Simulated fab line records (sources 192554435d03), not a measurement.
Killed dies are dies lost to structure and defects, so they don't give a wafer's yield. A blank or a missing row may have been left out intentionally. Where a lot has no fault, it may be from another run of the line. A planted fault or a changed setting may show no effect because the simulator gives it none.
Matching of chambers    flow n5-finfet    rie-diel-06 running N5_BEOL_M7_STRIP_67: 4 sister chambers
The step strips in CF4. 4 wafers are shown with their chamber, then 10 later ones without.

WAFERS, EACH WITH ITS CHAMBER
wafer   chamber  showerhead-plenum-p-Torr (Torr)
L078.1  3        1.72
L084.6  1        1.85
L091.1  0        1.84
L091.2  2        1.78

WAFERS WITHOUT THEIR CHAMBER
wafer   showerhead-plenum-p-Torr (Torr)
L091.6  1.78
L090.2  1.84
L090.4  1.84
L090.5  1.78
L094.2  1.84
L094.3  1.93
L094.5  1.78
L096.4  1.78
L096.5  1.84
L096.6  1.78

EACH ONE'S CHAMBER
wafer   from the rows above      in truth
L091.6  2                        2
L090.2  can't be placed: 0 or 1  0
L090.4  can't be placed: 0 or 1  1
L090.5  2                        2
L094.2  can't be placed: 0 or 1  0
L094.3  can't be placed: 1 or 0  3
L094.5  2                        2
L096.4  2                        2
L096.5  can't be placed: 0 or 1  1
L096.6  2                        2
Placed correctly: 5 of 10. Cannot be placed on the basis of these rows: 5; the candidates contain the true chamber in 4. Wrongly placed: 0.
How it was worked out, from the rows above alone: a wafer's distance from a chamber is the root of the sum, over the readings, of the square of ((its reading less the chamber's mean) divided by the reading's scatter). The wafer belongs to the nearest chamber; if the next one is less than 2 further off, it can't be placed. The mean given for a chamber averages the wafers shown for that chamber. The scatter: root of mean squared gap, hidden wafer to nearest shown wafer, with one shown wafer a chamber.
